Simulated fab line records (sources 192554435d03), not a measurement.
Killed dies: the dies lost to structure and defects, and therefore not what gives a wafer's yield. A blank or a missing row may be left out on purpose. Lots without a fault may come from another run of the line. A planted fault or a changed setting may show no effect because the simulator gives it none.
fab line records ; flow n5Finfet
[record] lots = 6; wafers = 18; lastDay = 17
route steps=1938 shown BEOL_M1@824 BEOL_M4@1111 PASSIVATION@1936
lots untouched by any fault: they come from a run of this same line in which no faults occurred
startH: hours from the record's first day to the start of the lot's first wafer shown ; waitH: time in hours since the lot's previous step ; " repeats the value in the row above ; L1.1+2: several wafers, shown together as one row ; - no value, or no start given ; * or withheld: withheld ; < > ~ a bound
route shown NAME@n: names a module that has steps shown in the file, with the first one's number in the route ; usual: mean/standard deviation taken from wafers without a fault ; same: alike in all rows ; chamber/n: place in a boat ; sites: per-site readings ; _std_site: the values' standard deviation ; _edge_site: the outer-site mean with the inner-site mean subtracted ; radiusMm: how far each site lies from the wafer's centre ; mask NAME#n: copy n ; behind: the last tool/chamber to shape the wafer ; hold: what put the lot on hold/how long, in hours/how the hold closed ; device: the transistor (n, p or np) that didn't switch ; end of line: the route-end tests of the same wafers ; a step without rows: its recipe alone ; killed: dies lost to structure and defects at the first sort, not the wafer's yield ; map: a wafer's dies, marking killed ones x, the rest . and places with no die _
set.NAME: the run value of the setting; set.NAME@STEP: its run value at that earlier step ; model.NAME: the simulator's own value behind a step, which no gauge read
lots seen at some steps along the route; tables by step, rows by wafer
services: when a tool's chamber went out of use (startH, in hours from the record's first day, below 0 if earlier), for how many hours, and the reason
[[steps]]
[step N5_BEOL_M1_SPUTTER_90]
[recipe] material = Cu; targetThkA = 45; tempC = -20; chamberPressurePa = 0.07; powerW = withheld; timeS = 8.29
[usual] throttleValvePct = 29.9/0.98
lot.wafer;tool;chamber;startH;waitH;throttleValvePct
L722.2;pvdSputter-01;-;147.70;0.1;30.4
L722.5;pvdSputter-01;-;147.70;0.1;29.7
L722.6;pvdSputter-01;-;147.70;0.1;27.4
L725.1;pvdSputter-02;-;154.03;0.1;29.9
L725.4;pvdSputter-02;-;154.03;0.1;28.8
L725.5;pvdSputter-02;-;154.03;0.1;30.2
L724.1;pvdSputter-03;-;163.65;0.1;31.7
L724.3;pvdSputter-03;-;163.65;0.1;30.3
L724.4;pvdSputter-03;-;163.65;0.1;29.6
L727.1;pvdSputter-03;-;166.79;0.1;29.4
L727.5;pvdSputter-03;-;166.79;0.1;30.5
L727.6;pvdSputter-03;-;166.79;0.1;31.6
L735.2;pvdSputter-02;-;225.95;0.1;30.4
L735.5;pvdSputter-02;-;225.95;0.1;30.1
L735.6;pvdSputter-02;-;225.95;0.1;28.9
L740.1;pvdSputter-02;-;248.93;0.1;30.3
L740.2;pvdSputter-02;-;248.93;0.1;30.1
L740.6;pvdSputter-02;-;248.93;0.1;28.6
[step N5_BEOL_M1_ANNEAL_91]
[recipe] tempC = 400; timeS = 240; ambient = vacuum
[step N5_BEOL_M1_SPUTTER_92]
[recipe] material = Cu; targetThkA = 45; tempC = -20; chamberPressurePa = 0.07; powerW = withheld; timeS = 8.29
[step N5_BEOL_M1_ANNEAL_93]
[recipe] tempC = 400; timeS = 240; ambient = vacuum
[usual] heaterPowerW = 811/95
lot.wafer;tool;chamber;startH;waitH;heaterPowerW
L722.2;pvdSputter-01;-;148.00;0.0;899
L722.5;pvdSputter-01;-;148.00;0.0;703
L722.6;pvdSputter-01;-;148.00;0.0;754
L725.1;pvdSputter-02;-;154.33;0.0;944
L725.4;pvdSputter-02;-;154.33;0.0;741
L725.5;pvdSputter-02;-;154.33;0.0;834
L724.1;pvdSputter-03;-;163.95;0.0;755
L724.3;pvdSputter-03;-;163.95;0.0;769
L724.4;pvdSputter-03;-;163.95;0.0;759
L727.1;pvdSputter-03;-;167.09;0.0;758
L727.5;pvdSputter-03;-;167.09;0.0;753
L727.6;pvdSputter-03;-;167.09;0.0;726
L735.2;pvdSputter-02;-;226.25;0.0;835
L735.5;pvdSputter-02;-;226.25;0.0;959
L735.6;pvdSputter-02;-;226.25;0.0;759
L740.1;pvdSputter-02;-;249.23;0.0;828
L740.2;pvdSputter-02;-;249.23;0.0;938
L740.6;pvdSputter-02;-;249.23;0.0;728
[step N5_BEOL_M1_SPUTTER_94]
[recipe] material = Cu; targetThkA = 45; tempC = -20; chamberPressurePa = 0.07; powerW = withheld; timeS = 8.29
[step N5_BEOL_M1_ANNEAL_95]
[recipe] tempC = 400; timeS = 240; ambient = vacuum
[usual] heaterPowerW = 810/98
lot.wafer;tool;chamber;startH;waitH;heaterPowerW
L722.2;pvdSputter-01;-;148.22;0.0;907
L722.5;pvdSputter-01;-;148.22;0.0;713
L722.6;pvdSputter-01;-;148.22;0.0;767
L725.1;pvdSputter-02;-;154.55;0.0;928
L725.4;pvdSputter-02;-;154.55;0.0;751
L725.5;pvdSputter-02;-;154.55;0.0;837
L724.1;pvdSputter-03;-;164.17;0.0;723
L724.3;pvdSputter-03;-;164.17;0.0;788
L724.4;pvdSputter-03;-;164.17;0.0;742
L727.1;pvdSputter-03;-;167.31;0.0;740
L727.5;pvdSputter-03;-;167.31;0.0;785
L727.6;pvdSputter-03;-;167.31;0.0;731
L735.2;pvdSputter-02;-;226.47;0.0;826
L735.5;pvdSputter-02;-;226.47;0.0;957
L735.6;pvdSputter-02;-;226.47;0.0;757
L740.1;pvdSputter-02;-;249.45;0.0;827
L740.2;pvdSputter-02;-;249.45;0.0;989
L740.6;pvdSputter-02;-;249.45;0.0;758
[step N5_BEOL_M1_SPUTTER_96]
[recipe] material = Cu; targetThkA = 45; tempC = -20; chamberPressurePa = 0.07; powerW = withheld; timeS = 8.29
[usual] throttleValvePct = 29.8/1
lot.wafer;tool;chamber;startH;waitH;throttleValvePct
L722.2;pvdSputter-01;-;148.36;0.1;30.5
L722.5;pvdSputter-01;-;148.36;0.1;29.7
L722.6;pvdSputter-01;-;148.36;0.1;27.5
L725.1;pvdSputter-02;-;154.69;0.1;29.9
L725.4;pvdSputter-02;-;154.69;0.1;28.8
L725.5;pvdSputter-02;-;154.69;0.1;30.2
L724.1;pvdSputter-03;-;164.31;0.1;31.6
L724.3;pvdSputter-03;-;164.31;0.1;30.4
L724.4;pvdSputter-03;-;164.31;0.1;29.9
L727.1;pvdSputter-03;-;167.45;0.1;29.9
L727.5;pvdSputter-03;-;167.45;0.1;30.5
L727.6;pvdSputter-03;-;167.45;0.1;31.8
L735.2;pvdSputter-02;-;226.61;0.1;30.2
L735.5;pvdSputter-02;-;226.61;0.1;30.1
L735.6;pvdSputter-02;-;226.61;0.1;28.6
L740.1;pvdSputter-02;-;249.59;0.1;30.1
L740.2;pvdSputter-02;-;249.59;0.1;30.2
L740.6;pvdSputter-02;-;249.59;0.1;28.8
[step N5_BEOL_M1_ECD_50]
[recipe] material = Cu; targetThkA = 3000
[step N5_BEOL_M1_ANNEAL_51]
[recipe] tempC = 225; timeS = 90; ambient = N2
[usual] wafer_temp_C_max = 226.05/0.24
lot.wafer;tool;chamber;startH;waitH;wafer_temp_C_max
L722.2;rtpAnneal-02;0;148.60;0.1;226.01
L722.5;rtpAnneal-02;0;148.60;0.1;225.81
L722.6;rtpAnneal-02;0;148.60;0.1;226.14
L725.1;rtpAnneal-01;0;154.90;0.1;226.03
L725.4;rtpAnneal-01;0;154.90;0.1;226.31
L725.5;rtpAnneal-01;0;154.90;0.1;226.44
L724.1;rtpAnneal-01;0;164.50;0.1;226.03
L724.3;rtpAnneal-01;0;164.50;0.1;226.16
L724.4;rtpAnneal-01;0;164.50;0.1;225.97
L727.1;rtpAnneal-01;0;167.85;0.3;226.06
L727.5;rtpAnneal-01;0;167.85;0.3;226.48
L727.6;rtpAnneal-01;0;167.85;0.3;226.25
L735.2;rtpAnneal-02;0;226.86;0.1;225.99
L735.5;rtpAnneal-02;0;226.86;0.1;225.85
L735.6;rtpAnneal-02;0;226.86;0.1;226.64
L740.1;rtpAnneal-01;0;249.79;0.1;225.99
L740.2;rtpAnneal-01;0;249.79;0.1;226.25
L740.6;rtpAnneal-01;0;249.79;0.1;226.10
[step N5_BEOL_M1_CMP_52]
[recipe] stopOn = SiOC; tOverpolishS = 6.8; downForcePsi = 1; platenRpm = 50; clearingPlatenDownForcePsi = 1.5; clearingPlatenRpm = 50; postCmpClean = cuAlkaline; targetThkNm = 40; clearingPlatenPadVelocityMS = 0.99484; padVelocityMS = 0.99484
[step N5_BEOL_M1_THK_MEAS_53]
[recipe] thkMeasGauge = xrf; reads = Cu_of_BEOL_M1_ECD_50
[usual] M1_THK = 41.1/1.9
lot.wafer;tool;chamber;startH;waitH;M1_THK[nm]
L722.2;filmMetro-01;-;149.14;-;38.6
L722.5;filmMetro-01;-;149.14;-;42.4
L722.6;filmMetro-01;-;149.14;-;44.3
L725.1;filmMetro-02;-;155.49;-;39.9
L725.4;filmMetro-02;-;155.49;-;38.8
L725.5;filmMetro-02;-;155.49;-;39.6
L724.1;filmMetro-01;-;165.10;-;38.3
L724.3;filmMetro-01;-;165.10;-;36.1
L724.4;filmMetro-01;-;165.10;-;37.1
L727.1;filmMetro-01;-;168.44;-;43.3
L727.5;filmMetro-01;-;168.44;-;43.4
L727.6;filmMetro-01;-;168.44;-;44.3
L735.2;filmMetro-01;-;227.69;-;41.1
L735.5;filmMetro-01;-;227.69;-;44.5
L735.6;filmMetro-01;-;227.69;-;41.4
L740.1;filmMetro-02;-;250.38;-;41.3
L740.2;filmMetro-02;-;250.38;-;43.7
L740.6;filmMetro-02;-;250.38;-;42.6
[step N5_BEOL_M1_PRE_CLEAN_60]
[recipe] gas = NH3/H2; timeS = 15; tempC = *; rfPowerW = 300
[step N5_BEOL_M1_CO_CAP_55]
[recipe] material = Co; targetThkA = 20; tempC = 200; precursor = CCTBA/H2; pressureTorr = 30; timeS = 102.1
[usual] chamberPressureTorr = 30.00/0.068; heaterPowerOuterW = 116/15; heaterPowerW = 218/24
lot.wafer;tool;chamber;startH;waitH;chamberPressureTorr;heaterPowerOuterW;heaterPowerW
L722.2;cvdCo-01;2;149.22;0.0;29.98;124;230
L722.5;cvdCo-01;2;149.22;0.0;30.05;121;228
L722.6;cvdCo-01;0;149.22;0.0;29.95;104;192
L725.1;cvdCo-01;0;155.57;0.0;-;-;-
L725.4;cvdCo-01;1;155.57;0.0;-;-;-
L725.5;cvdCo-01;2;155.57;0.0;-;-;-
L724.1;cvdCo-02;2;165.17;0.0;-;-;-
L724.3;cvdCo-02;0;165.17;0.0;-;-;-
L724.4;cvdCo-02;0;165.17;0.0;-;-;-
L727.1;cvdCo-01;2;168.52;0.0;29.96;124;230
L727.5;cvdCo-01;2;168.52;0.0;30.00;124;240
L727.6;cvdCo-01;0;168.52;0.0;30.02;104;196
L735.2;cvdCo-01;0;227.76;0.0;30.03;102;195
L735.5;cvdCo-01;1;227.76;0.0;30.14;125;234
L735.6;cvdCo-01;2;227.76;0.0;29.94;125;223
L740.1;cvdCo-01;1;250.46;0.0;29.85;121;230
L740.2;cvdCo-01;2;250.46;0.0;29.95;123;235
L740.6;cvdCo-01;1;250.46;0.0;29.94;127;234
[step N5_BEOL_M1_PRE_CLEAN_56]
[recipe] gas = NH3; timeS = 15; tempC = withheld; rfPowerW = 300
[step N5_BEOL_M4_RC_MEAS_101]
[usual] DIBL_N = 35.3/1.5; DIBL_P = 35.3/1.9; IOFF_N = 0.145/0.027; IOFF_P = 0.20/0.033; ION_N = 670/12; ION_P = 462/6.8; SS_N = 71.3/0.6; SS_P = 73.1/0.7; VT_N = 251/3.4; VT_P = -251/3.2
lot.wafer;tool;chamber;startH;waitH;DIBL_N[mV/V];DIBL_P[mV/V];IOFF_N[nA/um];IOFF_P[nA/um];ION_N[uA/um];ION_P[uA/um];SS_N[mV/dec];SS_P[mV/dec];VT_N[mV];VT_P[mV]
L722.2;prober-01;0;194.08;0.2;35.5;36.3;0.142;0.17;665;454;71.6;73.1;253;-255
L722.5;prober-01;0;194.08;0.2;35.4;36.1;0.144;0.18;666;455;71.2;73.2;252;-251
L722.6;prober-01;0;194.08;0.2;33.6;34.5;0.119;0.16;657;452;70.8;72.5;254;-257
L725.1;prober-02;0;206.78;0.0;34.7;31.8;0.129;0.17;659;450;71.1;72.9;251;-253
L725.4;prober-02;0;206.78;0.0;36.5;35.9;0.174;0.24;697;474;70.8;73.6;246;-247
L725.5;prober-02;0;206.78;0.0;35.1;32.7;0.143;0.18;667;461;71.0;72.6;247;-251
L724.1;prober-01;0;229.90;0.0;35.5;34.6;0.123;0.17;660;454;71.0;72.4;256;-253
L724.3;prober-01;0;229.90;0.0;36.5;36.7;0.153;0.21;676;465;70.5;73.4;251;-252
L724.4;prober-01;0;229.90;0.0;34.8;33.5;0.119;0.17;655;453;71.1;72.4;254;-255
L727.1;prober-02;0;231.85;0.0;37.9;39.4;0.212;0.32;700;490;72.3;74.0;246;-241
L727.5;prober-02;0;231.85;0.0;37.0;38.4;0.186;0.29;676;479;72.3;73.7;248;-243
L727.6;prober-02;0;231.85;0.0;37.1;38.6;0.184;0.29;677;472;72.3;74.4;249;-243
L735.2;prober-01;0;260.03;0.2;33.8;35.2;0.119;0.18;666;464;70.2;72.4;252;-253
L735.5;prober-01;0;260.03;0.2;36.4;36.7;0.158;0.21;674;464;72.0;73.4;253;-250
L735.6;prober-01;0;260.03;0.2;32.1;32.6;0.091;0.14;654;457;70.6;72.3;258;-255
L740.1;prober-01;0;302.18;0.0;34.1;35.4;0.140;0.17;679;460;71.2;72.2;250;-255
L740.2;prober-01;0;302.18;0.0;33.9;34.3;0.126;0.16;658;452;70.9;72.6;254;-256
L740.6;prober-01;0;302.18;0.0;32.7;33.8;0.119;0.15;669;455;69.8;72.1;253;-260
[step N5_PASSIVATION_PROBE_49]
[usual] defectLimitedYield = 91.2/1.5; killed_at_M0_to_M3 = 34/11; killed_at_M4_up = 14/5.4; killedAtContacts = 12/5.9; killedAtFrontEnd = 40/12; killedAtOther = 4/3.3; killedDies = 103/18; killedOpen = 68/13; killedShort = 34/7.5; sort_bin_5_function = 5.1/1; sort_bin_6_memory = 3.3/0.7; sortNPass = 1076/18; sortYieldPct = 91.2/1.5
[same] grossDies = 1180; killedAtBackSide = 0; sort_bin_4_leakage[%] = 0; sort_bin_8_speed[%] = 0
lot.wafer;tool;chamber;startH;waitH;defectLimitedYield[%];killed_at_M0_to_M3;killed_at_M4_up;killedAtContacts;killedAtFrontEnd;killedAtOther;killedDies;killedOpen;killedShort;sort_bin_5_function[%];sort_bin_6_memory[%];sortNPass;sortYieldPct[%]
L725.1;prober-01;-;313.38;0.0;94.0;33;11;5;21;1;71;45;25;3.4;2.6;1109;94.0
L725.4;prober-01;-;313.53;0.2;91.6;30;13;19;37;0;99;71;28;5.3;3.0;1081;91.6
L725.5;prober-01;-;313.58;0.2;91.0;46;10;7;39;4;106;67;39;5.8;2.8;1074;91.0
// killed by level:class
L725.1 BEOL_M0_SAQP:geometricParticle:short=9 BEOL_M2:geometricParticle:open=7 FIN_SAQP:geometricParticle:open=5 BEOL_M0_SAQP:geometricParticle:open=5 STARTING-WAFER:geometricParticle:short=5 MOL_CONTACT_COAG:geometricParticle:open=4 BEOL_M1:geometricParticle:open=4 FIN_SAQP:geometricParticle:short=3
L725.4 MOL_CONTACT_COAG:geometricParticle:open=16 STI_FIN_REVEAL:geometricParticle:open=10 BEOL_M0_SAQP:geometricParticle:short=10 BEOL_M4:geometricParticle:open=9 BEOL_M0_SAQP:geometricParticle:open=8 FIN_SAQP:geometricParticle:short=6 BEOL_M2:geometricParticle:open=6 FIN_SAQP:geometricParticle:open=5
L725.5 BEOL_M0_SAQP:geometricParticle:open=16 BEOL_M0_SAQP:geometricParticle:short=16 STI_FIN_REVEAL:geometricParticle:open=8 BEOL_M2:geometricParticle:open=7 FIN_SAQP:geometricParticle:open=6 GATE_CUT:geometricParticle:open=6 GATE_CUT:geometricParticle:short=6 MOL_CONTACT_COAG:geometricParticle:open=6
[[services]]
tool;chamber;startH;hours;kind
pvdSputter-03;-;152.30;1.4;repair
cvdCo-02;0;183.96;5.5;repair
rtpAnneal-01;-;190.38;1.0;pm
cvdCo-02;2;191.18;10.4;repair
cvdCo-01;-;194.75;0.4;repair
cvdCo-01;-;238.04;2.7;repair
rtpAnneal-02;-;238.78;2.8;pm
[[key]]
[firstSign] step = N5_BEOL_M1_CO_CAP_55; reading = toolRecord; direction = missing
effect none on later readings
metAt N5_BEOL_M1_CO_CAP_55
struckWafers L724.1,L724.3,L724.4,L725.1,L725.4,L725.5
onsetBetween 149.22 155.57
[fault] kind = skippedStepWhole; tool = cvdCo-01,cvdCo-02; chamber = -; onsetH = 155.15; steps = N5_BEOL_M1_CO_CAP_55; scope = struckLotsOnly
